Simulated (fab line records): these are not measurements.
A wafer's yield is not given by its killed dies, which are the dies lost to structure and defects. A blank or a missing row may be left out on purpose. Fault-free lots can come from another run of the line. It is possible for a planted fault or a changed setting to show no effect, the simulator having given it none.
Struck lot and sound lot, side by side / flow nandHarc / 14 out of 1302 route steps
Sound: the wafers L749.2, L749.3, L749.6. Wafers L752.3, L752.4, L752.5 were the ones struck. The cause is named last.
At each step with rows: each side's tool, then ch and its chambers, then its first start. Under that, the readings that differ: sound wafers / struck wafers / difference of the means / sigmas: that difference in standard deviations of wafers without a fault.
alike: words and numbers the same on both sides, and readings whose means are apart by under 2 such deviations; not compared: readings that were withheld, readings missing a value for some wafer, numbers with overlapping values and no deviation given by the record, and bounds like >300 which may hide the same value.
A row with sigmas, a row that says differs or no value, or rows on one side alone: a step with any of these is where the two part. When numbers do not overlap yet have no deviation, they are printed without sigmas and do not part them. Lack of a reading on every wafer of one side parts them only where that side has two or more wafers.

first, 4 steps without rows for these wafers: NHARC_A_M1_EBR_05; NHARC_A_M1_EXPOSE_06 (exposes mask A M1, target cd 120 nm); NHARC_A_M1_PEB_07 (peb time 65 s); NHARC_A_M1_DEVELOP_08 (develop time 35 s).
NHARC_A_M1_CD_MEAS_09: the cd target is 120 nm.
  sound on cdSem-03 ch 0, day 24 03:39; struck on cdSem-01 ch 0, day 25 10:01
  alike: cdNm
NHARC_A_M1_OVL_MEAS_10: pitch 240 nm.
  sound on overlay-01, day 24 03:44; struck on overlay-01, day 25 10:06
  alike: overlayXNm, overlayYNm
NHARC_A_M1_INSPECT_11:
  sound on defectInspect-01, day 24 03:46; struck on defectInspect-02, day 25 10:08
  alike: rawDefectCount
NHARC_A_M1_DESCUM_14: chemistry O2, time 3 s.
  sound on rieDiel-07 ch 0,2, day 24 03:50; struck on rieDiel-10 ch 2,3, day 25 10:11
  alike: chamberPressureMTorr, drypumpMotorCurrentA, oesProductAu, rfVppV, showerheadPlenumPTorr, throttleValvePct
  not compared: rfHoursCounterH
NHARC_A_M1_ETCH_35: etches the open film in N2/H2, target depth 40 nm, overetch 12 nm, time 43.94 s.
  sound on rieDiel-07 ch 1,3, day 24 03:55; struck on rieDiel-10 ch 2,3, day 25 10:17
  alike: biasW, chamberPressureMTorr, drypumpMotorCurrentA, oesProductAu, rfVppV, showerheadPlenumPTorr, throttleValvePct
  not compared: rfHoursCounterH
NHARC_A_M1_ETCH_15: etches the open film in C4F8/Ar, target depth 182.5 nm, time 91.2 s.
  sound on rieDiel-07 ch 0,3; struck on rieDiel-10 ch 0,1,3
  alike: biasW, chamberPressureMTorr, oesProductAu, rfVppV
  not compared: rfHoursCounterH
NHARC_A_M1_CD_MEAS_16:
  sound on cdSem-02, day 24 04:08; struck on cdSem-01, day 25 10:31
  alike: cdNm
NHARC_A_M1_STRIP_18: strips in N2/H2.
  sound on rieDiel-04 ch 0,3, day 24 04:13; struck on rieDiel-04 ch 0,1, day 25 10:37
  alike: chamberPressureMTorr, drypumpMotorCurrentA, oesProductAu, rfVppV, showerheadPlenumPTorr, throttleValvePct
  not compared: rfHoursCounterH
NHARC_A_M1_ETCH_28: etches the open film in CF4/N2, target depth 30 nm, time 72.99 s.
  sound on rieDiel-04 ch 0,1,2, day 24 04:28; struck on rieDiel-04 ch 0,1,2, day 25 10:49
  no value came back on the struck wafers for any of 8 readings (biasW (W), cf4FlowSccm (sccm) and others); on the sound wafers biasW (W) reads 100.03 99.55 100.01
  not compared: rfHoursCounterH
then, 1 step without rows for these wafers: NHARC_A_M1_STRIP_19 (strips in post etch residue remover, time 600 s).

## WHERE THEY PART
Only at NHARC_A_M1_ETCH_28, within this record.

WHY: what the simulator had put in
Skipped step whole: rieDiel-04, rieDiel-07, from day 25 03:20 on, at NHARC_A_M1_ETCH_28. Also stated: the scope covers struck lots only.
